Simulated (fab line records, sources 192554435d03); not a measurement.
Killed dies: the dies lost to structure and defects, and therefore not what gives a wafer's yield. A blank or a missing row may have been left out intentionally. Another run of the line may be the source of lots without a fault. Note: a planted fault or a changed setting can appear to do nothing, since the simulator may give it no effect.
Chamber matching / flow n5_finfet / 4 sister chambers for N5_PMOS_HMC_CHANNEL_EPI_ETCH_38 on rie_si-04
The step etches SiO2 in CF4, target depth 1.5 nm. 4 wafers are shown with their chamber, then 7 later ones without.

== WAFERS, EACH WITH ITS CHAMBER ==
wafer=L733.3; chamber=2; throttle_valve_pct (%)=21.87
wafer=L733.5; chamber=3; throttle_valve_pct (%)=21.31
wafer=L736.1; chamber=0; throttle_valve_pct (%)=21.71
wafer=L736.2; chamber=1; throttle_valve_pct (%)=21.92

== WAFERS MISSING THEIR CHAMBER ==
wafer=L736.6; throttle_valve_pct (%)=21.92
wafer=L738.1; throttle_valve_pct (%)=21.87
wafer=L738.4; throttle_valve_pct (%)=21.72
wafer=L738.5; throttle_valve_pct (%)=21.70
wafer=L746.3; throttle_valve_pct (%)=21.88
wafer=L746.4; throttle_valve_pct (%)=21.33
wafer=L746.6; throttle_valve_pct (%)=21.86

== WHICH CHAMBER EACH ONE RAN IN ==
wafer=L736.6; from the rows above=1; in truth=1
wafer=L738.1; from the rows above=2; in truth=2
wafer=L738.4; from the rows above=0; in truth=0
wafer=L738.5; from the rows above=0; in truth=0
wafer=L746.3; from the rows above=2; in truth=2
wafer=L746.4; from the rows above=3; in truth=3
wafer=L746.6; from the rows above=2; in truth=2
Placed correctly: 7 of 7. Can't be placed from these rows: 0. Placed wrongly: 0.
How it was worked out, from the rows above alone: a wafer's distance from a chamber is the root of the sum, over the readings, of the square of ((its reading less the chamber's mean) divided by the reading's scatter). The wafer belongs to the nearest chamber; if the next one is less than 2 further off, it can't be placed. Each chamber's mean is taken over the wafers shown for it. The scatter: with one shown wafer a chamber, the root of the mean of the squares of how far each hidden wafer lies from its nearest shown one.
